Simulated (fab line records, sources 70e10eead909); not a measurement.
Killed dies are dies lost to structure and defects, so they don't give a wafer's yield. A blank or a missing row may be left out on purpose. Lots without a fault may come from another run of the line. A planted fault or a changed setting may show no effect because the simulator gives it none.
Tool commonality check | flow nand_harc | 13 lots, 39 wafers sampled

WHY IT WAS OPENED
At NHARC_P_GATE_CD_MEAS_26 the reading cd_nm is flagged on 1 of 13 lots. Wafers without a fault read 120.1 nm, standard deviation 0.57.
Rule: a lot is flagged when every wafer of it that has a number lies more than 4 standard deviations from that mean, or none has a number. The other lots count as sound.

lot  | measured     | on        | cd_nm (nm), wafer by wafer | flag
L425 | day 5 01:19  | cd_sem-03 | 119.5 119.6 119.5          |
L428 | day 5 15:46  | cd_sem-03 | 119.7 119.1 118.7          |
L429 | day 5 16:18  | cd_sem-02 | 104.6 104.3 104.6          | FLAGGED
L431 | day 6 10:52  | cd_sem-03 | 120.9 120.4 120.1          |
L434 | day 6 23:58  | cd_sem-01 | 120.5 121.1 121.0          |
L439 | day 8 13:58  | cd_sem-03 | 120.4 119.4 120.5          |
L440 | day 8 20:33  | cd_sem-01 | 120.8 120.3 119.2          |
L441 | day 9 06:31  | cd_sem-01 | 119.5 119.8 119.8          |
L443 | day 9 07:10  | cd_sem-03 | 120.0 120.6 120.6          |
L442 | day 9 08:04  | cd_sem-03 | 120.3 120.4 120.8          |
L445 | day 10 00:29 | cd_sem-02 | 119.7 119.8 120.2          |
L446 | day 10 00:39 | cd_sem-03 | 120.8 119.6 120.3          |
L447 | day 10 06:35 | cd_sem-01 | 120.8 119.8 120.8          |
The numbers of the flagged lots are 104.5 nm on average: -15.6 nm against the usual, or -27 standard deviations.

WHICH TOOL RAN EACH LOT
The record holds 2 process steps before the reading, out of a route of 1159 steps. In each cell: the tool, then ch and the chambers that the sampled wafers went through, then the start.
lot  | flag    | NHARC_P_GATE_DEP_103            | NHARC_P_GATE_EXPOSE_23
L425 |         | pecvd-01 ch 1,2, day 5 00:44    | arfi_scanner-02 ch 0, day 5 01:11
L428 |         | pecvd-02 ch 0,2, day 5 15:05    | arfi_scanner-03 ch 0, day 5 15:38
L429 | FLAGGED | pecvd-04 ch 1,2, day 5 15:42    | arfi_scanner-03 ch 0, day 5 16:10
L431 |         | pecvd-02 ch 0,2, day 6 10:12    | arfi_scanner-03 ch 0, day 6 10:44
L434 |         | pecvd-04 ch 0,1,2, day 6 23:17  | arfi_scanner-02 ch 0, day 6 23:49
L439 |         | pecvd-04 ch 0,2, day 8 13:18    | arfi_scanner-01 ch 0, day 8 13:50
L440 |         | pecvd-02 ch 0,1, day 8 20:01    | arfi_scanner-01 ch 0, day 8 20:25
L441 |         | pecvd-02 ch 0,1, day 9 05:53    | arfi_scanner-03 ch 0, day 9 06:23
L443 |         | pecvd-02 ch 0,1,2, day 9 06:29  | arfi_scanner-01 ch 0, day 9 07:01
L442 |         | pecvd-02 ch 1,2, day 9 07:23    | arfi_scanner-02 ch 0, day 9 07:56
L445 |         | pecvd-02 ch 1,2, day 9 23:50    | arfi_scanner-03 ch 0, day 10 00:22
L446 |         | pecvd-01 ch 0,1,2, day 9 23:50  | arfi_scanner-02 ch 0, day 10 00:30
L447 |         | pecvd-02 ch 0,1,2, day 10 06:03 | arfi_scanner-02 ch 0, day 10 06:26
What these steps do:
- NHARC_P_GATE_DEP_103: deposits SiON, target thk 30 nm.
- NHARC_P_GATE_EXPOSE_23: exposes mask P GATE, target cd 120 nm.
- NHARC_P_GATE_CD_MEAS_26: target cd 120 nm.

FLAGGED OVER TOTAL, TOOL BY TOOL (the gauges that took the reading come last)
step                    | tool            | lots run | flagged | share of the flagged lots | sound lots run after its first flagged lot
NHARC_P_GATE_DEP_103    | pecvd-01        | 2        | 0       | none                      | -
NHARC_P_GATE_DEP_103    | pecvd-02        | 8        | 0       | none                      | -
NHARC_P_GATE_DEP_103    | pecvd-04        | 3        | 1       | all                       | 2 (L434,L439)
NHARC_P_GATE_EXPOSE_23  | arfi_scanner-01 | 3        | 0       | none                      | -
NHARC_P_GATE_EXPOSE_23  | arfi_scanner-02 | 5        | 0       | none                      | -
NHARC_P_GATE_EXPOSE_23  | arfi_scanner-03 | 5        | 1       | all                       | 3 (L431,L441,L445)
NHARC_P_GATE_CD_MEAS_26 | cd_sem-01       | 4        | 0       | none                      | -
NHARC_P_GATE_CD_MEAS_26 | cd_sem-02       | 2        | 1       | all                       | 1 (L445)
NHARC_P_GATE_CD_MEAS_26 | cd_sem-03       | 7        | 0       | none                      | -

WHAT THE TABLE ALLOWS
3 rows of the table ran every flagged lot: pecvd-04 at NHARC_P_GATE_DEP_103, arfi_scanner-03 at NHARC_P_GATE_EXPOSE_23, cd_sem-02 at NHARC_P_GATE_CD_MEAS_26.
- pecvd-04 at NHARC_P_GATE_DEP_103: 1 of its 3 lots flagged. Sound lots ran on it after the first flagged one (L434, L439), which a lasting fault on the whole tool wouldn't allow.
- arfi_scanner-03 at NHARC_P_GATE_EXPOSE_23: 1 of its 5 lots flagged. Sound lots ran on it after the first flagged one (L431, L441, L445), which a lasting fault on the whole tool wouldn't allow.
- cd_sem-02 at NHARC_P_GATE_CD_MEAS_26: 1 of its 2 lots flagged. Sound lots ran on it after the first flagged one (L445), which a lasting fault on the whole tool wouldn't allow.
No row of the table ran every flagged lot and no sound lot after the first.

WHAT THE SIMULATOR HAD PUT IN
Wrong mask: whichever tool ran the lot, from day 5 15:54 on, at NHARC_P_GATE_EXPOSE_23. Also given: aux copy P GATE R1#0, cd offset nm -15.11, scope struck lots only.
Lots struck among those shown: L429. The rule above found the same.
